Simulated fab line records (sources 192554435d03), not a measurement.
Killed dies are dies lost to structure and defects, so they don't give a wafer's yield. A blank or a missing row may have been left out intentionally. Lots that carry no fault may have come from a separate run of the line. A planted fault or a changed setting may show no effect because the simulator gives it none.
fab line records -- flow n5_finfet
[record] lots = 9, wafers = 27, last_day = 18
route steps=1938 shown BEOL_M2@864 BEOL_M4@1111 PASSIVATION@1936
lots with no fault: from the same line, run without faults
start_h: hours from the record's first day to the start of the lot's first wafer shown -- wait_h: hours from the lot's prior step to this one -- " same as the row above -- L1.1+2: a row that stands for several wafers -- - no value, or no start was given -- * or withheld: withheld -- < > ~ a bound
route shown NAME@n: NAME is a module with steps in the file, n the number in the route of the first one -- usual: mean/standard deviation taken from wafers without a fault -- same: alike in all rows -- chamber/n: place in a boat -- sites: each site's reading -- _std_site: standard deviation of those values -- _edge_site: the outer-site mean with the inner-site mean subtracted -- radius_mm: for every site, how far away it sits from the centre of the wafer -- mask NAME#n: copy n -- behind: the last tool/chamber to shape the wafer -- hold: why the lot went on hold/how many hours it stayed there/how the hold came to an end -- device: transistor that didn't switch, given as n, p or np -- end of line: the route-end tests of the same wafers -- a step given without rows: its recipe and nothing more -- killed: the dies lost at the first sort to structure and to defects; this is not the yield of the wafer -- map: shows each die of a wafer: x if killed, . if not, _ if none is there
set.NAME: setting as actually run; set.NAME@STEP: the setting as run at that earlier step -- model.NAME: the simulator's own value behind a step, which no gauge read
steps of the route over a sample of lots; a table a step, a row a wafer
services: a tool's chamber out of use, with start hour (start_h, from the record's first day; less than 0 if before it), hours out, and reason
[[steps]]
[step N5_BEOL_M2_HM_OPEN_17]
[recipe] chemistry = Cl2/BCl3, target_depth_a = 200, overetch_a = 60, target = TiN, mask_material = SOC, ion_energy_ev = 150, pressure_mtorr = 10, icp_w = 1000, bias_w = 126, Cl2_flow_sccm = 53.25, bcl3_flow_sccm = 21.75, Ar_flow_sccm = 25
[usual] drypump_motor_current_A = 5.8/0.57, oes_product_au = 0.67/0.11, throttle_valve_pct = 22.06/0.18
lot.wafer,tool,chamber,start_h,wait_h,drypump_motor_current_A,oes_product_au,rf_hours_counter_h,throttle_valve_pct
L608.2,rie_metal-03,1,134.14,0.1,6.1,0.51,-,22.55
L608.3,rie_metal-03,1,134.14,0.1,6.1,0.51,-,22.53
L608.4,rie_metal-03,1,134.14,0.1,6.2,0.51,-,22.53
L612.4,rie_metal-01,0,164.91,0.1,6.5,0.56,-,22.09
L612.5,rie_metal-01,0,164.91,0.1,6.5,0.55,-,22.09
L612.6,rie_metal-01,0,164.91,0.1,6.5,0.56,-,22.08
L615.1,rie_metal-03,0,175.32,0.0,5.5,0.52,123,22.04
L615.2,rie_metal-03,0,175.32,0.0,5.5,0.52,-,22.04
L615.6,rie_metal-03,0,175.32,0.0,5.5,0.53,-,22.04
L617.3,rie_metal-02,1,188.98,0.1,6.0,0.79,-,21.97
L617.4,rie_metal-02,0,188.98,0.1,4.8,0.67,-,21.98
L617.5,rie_metal-02,0,188.98,0.1,4.8,0.68,-,21.98
L619.2,rie_metal-01,0,199.94,0.0,6.5,0.55,99,22.11
L619.4,rie_metal-01,1,199.94,0.0,5.2,0.68,-,21.82
L619.5,rie_metal-01,0,199.94,0.0,6.5,0.55,-,22.10
L620.2,rie_metal-03,1,208.72,0.0,6.1,0.84,1,22.17
L620.3,rie_metal-03,1,208.72,0.0,6.1,0.83,-,22.16
L620.6,rie_metal-03,1,208.72,0.0,6.1,0.83,-,22.18
L629.2,rie_metal-01,0,263.67,0.0,6.5,0.54,106,22.12
L629.4,rie_metal-01,1,263.67,0.0,5.2,0.66,-,21.83
L629.6,rie_metal-01,1,263.67,0.0,5.2,0.66,-,21.81
L630.1,rie_metal-03,1,263.93,0.0,6.1,0.78,10,22.17
L630.2,rie_metal-03,0,263.93,0.0,5.5,0.78,3,21.62
L630.4,rie_metal-03,1,263.93,0.0,6.2,0.78,-,22.17
L631.2,rie_metal-02,1,271.57,0.0,6.0,0.74,12,21.99
L631.4,rie_metal-02,0,271.57,0.0,4.8,0.65,-,22.03
L631.5,rie_metal-02,1,271.57,0.0,6.0,0.74,-,21.97
[step N5_BEOL_M2_OVL_MEAS_29]
[recipe] points_per_wafer = 522
[usual] V1_OVL = 0.0/0.74
[same] points_per_wafer = 522
lot.wafer,tool,chamber,start_h,wait_h,V1_OVL[nm]
L608.2,overlay-01,0,134.86,0.0,0.7
L608.3,overlay-01,0,134.86,0.0,0.8
L608.4,overlay-01,0,134.86,0.0,0.7
L612.4,overlay-01,0,165.59,0.0,0.8
L612.5,overlay-01,0,165.59,0.0,0.0
L612.6,overlay-01,0,165.59,0.0,0.4
L615.1,overlay-02,0,176.06,0.0,1.0
L615.2,overlay-02,0,176.06,0.0,-0.1
L615.6,overlay-02,0,176.06,0.0,0.0
L617.3,overlay-01,0,189.49,0.0,0.3
L617.4,overlay-01,0,189.49,0.0,-0.7
L617.5,overlay-01,0,189.49,0.0,0.4
L619.2,overlay-02,0,200.48,0.0,-1.4
L619.4,overlay-02,0,200.48,0.0,-1.3
L619.5,overlay-02,0,200.48,0.0,-0.9
L620.2,overlay-02,0,209.38,0.0,-0.3
L620.3,overlay-02,0,209.38,0.0,0.9
L620.6,overlay-02,0,209.38,0.0,-0.1
L629.2,overlay-02,0,264.41,0.0,-0.6
L629.4,overlay-02,0,264.41,0.0,-0.8
L629.6,overlay-02,0,264.41,0.0,-1.5
L630.1,overlay-02,0,264.59,0.0,0.5
L630.2,overlay-02,0,264.59,0.0,0.8
L630.4,overlay-02,0,264.59,0.0,0.7
L631.2,overlay-01,0,272.44,0.0,-0.4
L631.4,overlay-01,0,272.44,0.0,-0.2
L631.5,overlay-01,0,272.44,0.0,0.0
[step N5_BEOL_M2_ETCHBACK_99]
[recipe] chemistry = CHF3, target = SiO2, target_depth_a = 50, time_s = 10.4, source_w = 215, bias_w = 47, Ar_flow_sccm = 200, CHF3_flow_sccm = 12, ion_energy_ev = 100, pressure_mtorr = 30
[usual] CHF3_flow_sccm = 11.99/0.036, bias_w = 47.01/0.14, drypump_motor_current_A = 5.53/0.28, oes_product_au = 0.84/0.073, rf_vpp_V = 241.0/2.3, showerhead_plenum_p_Torr = 2.19/0.061, throttle_valve_pct = 16.97/0.29
lot.wafer,tool,chamber,start_h,wait_h,CHF3_flow_sccm,bias_w,drypump_motor_current_A,oes_product_au,rf_hours_counter_h,rf_vpp_V,showerhead_plenum_p_Torr,throttle_valve_pct
L608.2,rie_diel-06,0,138.51,3.4,11.98,47.24,5.46,0.73,179,238.4,2.15,16.94
L608.3,rie_diel-06,3,138.51,3.4,11.97,46.89,6.47,0.72,194,243.9,2.23,17.22
L608.4,rie_diel-06,2,138.51,3.4,11.98,46.70,4.99,0.83,77,240.5,2.10,17.24
L612.4,rie_diel-04,2,166.17,0.3,11.93,46.84,5.70,0.87,-,240.8,2.19,16.57
L612.5,rie_diel-04,0,166.17,0.3,12.03,47.07,5.41,0.83,-,241.4,2.27,17.24
L612.6,rie_diel-04,3,166.17,0.3,12.03,47.24,5.53,0.92,-,240.8,2.19,16.55
L615.1,rie_diel-04,0,182.33,5.1,11.98,46.91,5.40,0.83,63,241.6,2.26,17.24
L615.2,rie_diel-04,1,182.33,5.1,12.02,47.29,5.75,0.97,5,241.4,2.21,16.88
L615.6,rie_diel-04,1,182.33,5.1,12.00,47.01,5.75,0.96,-,242.1,2.21,16.86
L617.3,rie_diel-03,2,191.23,1.4,11.97,46.86,5.68,0.87,32,246.1,2.29,16.68
L617.4,rie_diel-03,0,191.23,1.4,12.02,47.12,5.03,0.86,45,238.3,2.10,17.07
L617.5,rie_diel-03,1,191.23,1.4,12.04,46.82,5.54,0.68,-,242.7,2.13,17.17
L619.2,rie_diel-03,3,201.90,1.0,-,-,-,-,-,-,-,-
L619.4,rie_diel-03,2,201.90,1.0,-,-,-,-,-,-,-,-
L619.5,rie_diel-03,3,201.90,1.0,-,-,-,-,-,-,-,-
L620.2,rie_diel-04,1,214.51,4.7,-,-,-,-,-,-,-,-
L620.3,rie_diel-04,0,214.51,4.7,-,-,-,-,-,-,-,-
L620.6,rie_diel-04,1,214.51,4.7,-,-,-,-,-,-,-,-
L629.2,rie_diel-04,3,275.82,10.9,12.05,47.00,5.54,0.84,69,239.8,2.18,16.63
L629.4,rie_diel-04,2,275.82,10.9,11.99,47.09,5.69,0.80,81,241.9,2.18,16.65
L629.6,rie_diel-04,0,275.82,10.9,11.94,46.95,5.41,0.78,-,241.3,2.25,17.32
L630.1,rie_diel-03,3,278.81,13.8,11.97,47.11,5.66,0.89,35,243.3,2.19,17.23
L630.2,rie_diel-03,0,278.81,13.8,11.96,46.72,5.05,0.81,80,238.0,2.09,17.13
L630.4,rie_diel-03,1,278.81,13.8,12.02,46.98,5.58,0.90,-,243.4,2.12,16.79
L631.2,rie_diel-03,0,281.89,9.2,11.96,47.01,5.06,0.82,81,237.7,2.09,17.13
L631.4,rie_diel-03,3,281.89,9.2,11.95,47.15,5.68,0.89,-,241.3,2.19,17.24
L631.5,rie_diel-03,0,281.89,9.2,12.00,47.02,5.06,0.81,-,237.2,2.09,17.13
[step N5_BEOL_M2_ETCH_70]
[recipe] chemistry = N2/H2, target = SOC, target_depth_a = 800, overetch_a = 240, mask_material = SiARC, temp_c = 40, time_s = 130, ion_energy_ev = 200, pressure_mtorr = 30, source_w = 840, bias_w = 150, n2_flow_sccm = 200, h2_flow_sccm = 200
[usual] drypump_motor_current_A = 5.54/0.28, oes_product_au = 0.62/0.051, rf_vpp_V = 524.9/2.4, showerhead_plenum_p_Torr = 2.59/0.077, throttle_valve_pct = 17.7/0.34
lot.wafer,tool,chamber,start_h,wait_h,drypump_motor_current_A,oes_product_au,rf_hours_counter_h,rf_vpp_V,showerhead_plenum_p_Torr,throttle_valve_pct
L608.2,rie_diel-06,0,138.55,0.0,5.45,0.55,179,522.3,2.53,17.6
L608.3,rie_diel-06,3,138.55,0.0,6.52,0.53,194,526.9,2.63,18.1
L608.4,rie_diel-06,2,138.55,0.0,5.00,0.61,77,520.5,2.47,18.0
L612.4,rie_diel-04,2,166.24,0.0,5.71,0.63,-,525.9,2.60,17.3
L612.5,rie_diel-04,0,166.24,0.0,5.43,0.60,-,529.2,2.70,18.1
L612.6,rie_diel-04,3,166.24,0.0,5.54,0.66,-,525.3,2.59,17.3
L615.1,rie_diel-04,0,182.36,0.0,5.42,0.60,63,528.6,2.70,18.1
L615.2,rie_diel-04,1,182.36,0.0,5.72,0.70,5,527.3,2.60,17.6
L615.6,rie_diel-04,1,182.36,0.0,5.74,0.71,-,524.9,2.60,17.6
L617.3,rie_diel-03,2,191.27,0.0,5.65,0.65,32,528.5,2.70,17.4
L617.4,rie_diel-03,0,191.27,0.0,5.08,0.64,45,522.4,2.48,17.8
L617.5,rie_diel-03,1,191.27,0.0,5.56,0.51,-,524.2,2.50,17.9
L619.2,rie_diel-03,3,201.94,0.0,5.67,0.71,8,525.1,2.61,18.0
L619.4,rie_diel-03,2,201.94,0.0,5.65,0.64,36,526.9,2.70,17.4
L619.5,rie_diel-03,3,201.94,0.0,5.65,0.71,-,525.6,2.61,18.1
L620.2,rie_diel-04,1,214.54,0.0,5.77,0.67,15,525.4,2.60,17.6
L620.3,rie_diel-04,0,214.54,0.0,5.42,0.59,76,526.5,2.69,18.1
L620.6,rie_diel-04,1,214.54,0.0,5.74,0.67,-,525.2,2.60,17.6
L629.2,rie_diel-04,3,275.85,0.0,5.56,0.62,69,525.6,2.57,17.3
L629.4,rie_diel-04,2,275.85,0.0,5.68,0.60,81,525.3,2.58,17.4
L629.6,rie_diel-04,0,275.85,0.0,5.41,0.57,-,527.8,2.68,18.2
L630.1,rie_diel-03,3,278.85,0.0,5.66,0.66,35,527.1,2.60,18.1
L630.2,rie_diel-03,0,278.85,0.0,5.06,0.61,80,522.1,2.47,17.8
L630.4,rie_diel-03,1,278.85,0.0,5.56,0.66,-,522.7,2.49,17.5
L631.2,rie_diel-03,0,281.93,0.0,5.03,0.60,81,522.0,2.47,17.8
L631.4,rie_diel-03,3,281.93,0.0,5.66,0.66,-,524.4,2.60,18.1
L631.5,rie_diel-03,0,281.93,0.0,5.03,0.60,-,521.8,2.46,17.8
[step N5_BEOL_M4_RC_MEAS_101]
[usual] DIBL_N = 36.4/1.4, DIBL_P = 36.3/1.8, IOFF_N = 0.163/0.024, IOFF_P = 0.21/0.034, ION_N = 673/11, ION_P = 461/7.4, SS_N = 71.6/0.52, SS_P = 73.3/0.58, VT_N = 249.4/2.5, VT_P = -250/3.5
lot.wafer,tool,chamber,start_h,wait_h,DIBL_N[mV/V],DIBL_P[mV/V],IOFF_N[nA/um],IOFF_P[nA/um],ION_N[uA/um],ION_P[uA/um],SS_N[mV/dec],SS_P[mV/dec],VT_N[mV],VT_P[mV]
L608.2,prober-02,0,168.13,0.2,36.6,36.5,0.169,0.20,686,462,70.9,72.7,248.1,-253
L608.3,prober-02,0,168.13,0.2,35.5,34.1,0.153,0.18,669,451,70.7,72.3,248.6,-252
L608.4,prober-02,0,168.13,0.2,36.9,37.0,0.187,0.21,699,465,71.5,73.4,246.2,-252
L612.4,prober-02,0,192.36,0.5,34.6,33.8,0.118,0.20,651,458,70.6,72.5,254.1,-248
L612.5,prober-02,0,192.36,0.5,36.9,36.4,0.154,0.25,661,462,72.2,72.9,247.8,-247
L612.6,prober-02,0,192.36,0.5,37.7,38.1,0.176,0.27,682,477,72.1,74.1,249.6,-243
L615.1,prober-01,0,209.37,0.0,34.1,35.5,0.139,0.18,652,448,71.5,73.3,253.9,-253
L615.2,prober-01,0,209.37,0.0,35.7,37.6,0.168,0.22,668,455,71.9,73.5,249.8,-252
L615.6,prober-01,0,209.37,0.0,34.1,35.9,0.138,0.19,656,455,71.8,73.8,253.2,-254
L617.3,prober-01,0,225.25,0.3,36.0,35.9,0.159,0.20,652,450,72.2,73.1,250.4,-250
L617.4,prober-01,0,225.25,0.3,34.4,34.8,0.137,0.18,651,451,70.9,72.5,252.9,-254
L617.5,prober-01,0,225.25,0.3,35.0,34.5,0.145,0.18,659,446,71.7,73.3,254.1,-253
L630.1,prober-02,0,300.13,0.0,35.3,31.4,0.130,0.15,674,453,71.3,72.9,250.6,-258
L630.2,prober-02,0,300.13,0.0,34.5,30.9,0.117,0.14,669,450,70.8,72.6,251.5,-257
L630.4,prober-02,0,300.13,0.0,35.9,32.4,0.137,0.16,660,446,70.6,72.0,250.8,-255
L629.2,prober-02,0,303.23,0.2,35.1,34.8,0.137,0.19,665,460,70.9,73.0,250.8,-250
L629.4,prober-02,0,303.23,0.2,36.0,35.2,0.146,0.20,666,455,71.1,72.9,251.1,-250
L629.6,prober-02,0,303.23,0.2,35.1,35.0,0.142,0.20,662,456,70.9,72.6,248.0,-248
L631.2,prober-01,0,306.09,0.2,37.4,35.5,0.158,0.23,674,466,71.0,73.2,249.3,-247
L631.4,prober-01,0,306.09,0.2,40.3,38.7,0.217,0.30,691,465,72.4,73.9,245.3,-242
L631.5,prober-01,0,306.09,0.2,36.6,33.9,0.146,0.22,656,458,71.6,72.1,254.2,-247
[step N5_PASSIVATION_PROBE_49]
[usual] defect_limited_yield = 91.4/1.6, killed_at_M0_to_M3 = 34/12, killed_at_M4_up = 13/5.2, killed_at_contacts = 11/5.5, killed_at_front_end = 40/13, killed_at_other = 3.4/2.7, killed_dies = 102/19, killed_on_rim = 13/4.3, killed_open = 66/15, killed_short = 33/7.9, sort_bin_5_function = 5.1/1.1, sort_bin_6_memory = 3.2/0.7, sort_n_pass = 1078/19, sort_yield_pct = 91.4/1.6
[same] gross_dies = 1180, killed_at_back_side = 0, sort_bin_4_leakage[%] = 0, sort_bin_8_speed[%] = 0
lot.wafer,tool,chamber,start_h,wait_h,defect_limited_yield[%],killed_at_M0_to_M3,killed_at_M4_up,killed_at_contacts,killed_at_front_end,killed_at_other,killed_dies,killed_on_rim,killed_open,killed_short,sort_bin_5_function[%],sort_bin_6_memory[%],sort_n_pass,sort_yield_pct[%]
L619.2,prober-02,-,341.65,0.1,0,1104,13,21,36,6,1180,152,85,49,95.0,4.5,0,0
L619.4,prober-02,-,341.75,0.2,0,1090,22,25,40,3,1180,152,92,58,94.9,4.5,0,0
L619.5,prober-02,-,341.80,0.2,0,1122,3,20,34,1,1180,152,71,33,96.4,3.4,0,0
L620.2,prober-01,-,357.12,0.1,0,1085,16,7,63,9,1180,152,78,32,95.9,3.8,0,0
L620.3,prober-01,-,357.17,0.1,0,1091,15,5,66,3,1180,152,84,37,95.3,4.5,0,0
L620.6,prober-01,-,357.32,0.3,0,1089,16,2,69,4,1180,152,71,32,96.5,3.2,0,0
// killed by level:class
L619.2 BEOL_M2:area_etchback=1044 BEOL_M0_SAQP:geometric_particle:open=19 MOL_CONTACT_COAG:geometric_particle:open=16 BEOL_M0_SAQP:geometric_particle:short=16 BEOL_M2:geometric_particle:open=8 BEOL_M3:geometric_particle:open=7 FIN_SAQP:geometric_particle:short=6 FIN_SAQP:geometric_particle:open=5
L619.4 BEOL_M2:area_etchback=1027 BEOL_M0_SAQP:geometric_particle:short=22 MOL_CONTACT_COAG:geometric_particle:open=18 BEOL_M4:geometric_particle:open=13 BEOL_M0_SAQP:geometric_particle:open=12 BEOL_M2:geometric_particle:open=12 FIN_SAQP:geometric_particle:short=10 FIN_SAQP:geometric_particle:open=8
L619.5 BEOL_M2:area_etchback=1075 MOL_CONTACT_COAG:geometric_particle:open=18 BEOL_M2:geometric_particle:open=17 BEOL_M0_SAQP:geometric_particle:open=10 BEOL_M0_SAQP:geometric_particle:short=10 STI_FIN_REVEAL:geometric_particle:open=6 GATE_CUT:geometric_particle:open=5 FIN_SAQP:geometric_particle:short=4
L620.2 BEOL_M2:area_etchback=1069 STI_FIN_REVEAL:geometric_particle:open=13 FIN_SAQP:geometric_particle:open=8 FIN_SAQP:geometric_particle:short=7 BEOL_M1:geometric_particle:open=7 STI_FIN_REVEAL:geometric_particle:short=6 DUMMY_GATE:geometric_particle:open=6 MOL_CONTACT_COAG:geometric_particle:open=6
L620.3 BEOL_M2:area_etchback=1058 FIN_SAQP:geometric_particle:open=19 FIN_SAQP:geometric_particle:short=13 STI_FIN_REVEAL:geometric_particle:open=13 BEOL_M0_SAQP:geometric_particle:short=7 BEOL_M0_SAQP:geometric_particle:open=6 BEOL_M0:geometric_particle:open=6 BEOL_M4:geometric_particle:open=5
L620.6 BEOL_M2:area_etchback=1075 STI_FIN_REVEAL:geometric_particle:open=26 FIN_SAQP:geometric_particle:open=12 FIN_SAQP:geometric_particle:short=6 STI_FIN_REVEAL:geometric_particle:short=4 SPACER0:geometric_particle:short=4 BEOL_M4:geometric_particle:open=4 STARTING-WAFER:geometric_particle:open=4
[[services]]
tool,chamber,start_h,hours,kind
rie_diel-03,0,111.09,14.0,repair
rie_metal-03,0,123.14,25.4,repair
rie_diel-03,3,148.21,-,clean
rie_diel-03,3,148.21,-,consumable_replace:focus_ring
rie_diel-03,3,148.21,29.4,scheduled_down
rie_diel-03,3,148.21,29.4,vent_cycle
rie_diel-04,1,149.34,-,clean
rie_diel-04,1,149.34,-,consumable_replace:focus_ring
rie_diel-04,1,149.34,18.4,scheduled_down
rie_diel-04,1,149.34,18.4,vent_cycle
rie_metal-01,1,162.67,5.4,repair
rie_metal-03,1,172.00,-,clean
rie_metal-03,1,172.00,22.1,scheduled_down
rie_metal-02,-,205.59,28.1,pm
rie_diel-03,1,211.40,-,clean
rie_diel-03,1,211.40,-,consumable_replace:focus_ring
rie_diel-03,1,211.40,17.4,scheduled_down
rie_diel-03,1,211.40,17.4,vent_cycle
rie_diel-06,3,226.21,11.0,repair
rie_metal-03,-,230.48,1.4,pm
rie_metal-02,-,233.69,2.8,pm
rie_metal-02,0,249.11,16.4,repair
rie_metal-01,0,249.94,7.1,repair
rie_diel-03,2,276.78,12.1,repair
[[key]]
[first_sign] step = N5_BEOL_M2_ETCHBACK_99, reading = tool_record, direction = missing
[effect] step = N5_PASSIVATION_PROBE_49, reading = killed_at_M0_to_M3, direction = up, sigmas = 89, usual = 34, struck = 1097
[more_kills_born_at] N5_BEOL_M2_ETCHBACK_99@rie_diel-04 = 3202, N5_BEOL_M2_ETCHBACK_99@rie_diel-03 = 3146
met_at N5_BEOL_M2_ETCHBACK_99
struck_lots L619,L620
later_rows_left_out L619.2,L619.4,L619.5,L620.2,L620.3,L620.6
not_acting_at N5_BEOL_M2_HM_OPEN_17,N5_BEOL_M2_OVL_MEAS_29,N5_BEOL_M2_ETCH_70
onset_between 191.23 201.90
[fault] kind = skipped_step_whole, tool = rie_diel-03,rie_diel-04, chamber = -, onset_h = 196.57, steps = N5_BEOL_M2_ETCHBACK_99, scope = struck_lots_only
// later_rows_left_out: the simulator's readings of these wafers behind a module that went badly wrong aren't trusted and aren't shown, but for the sort
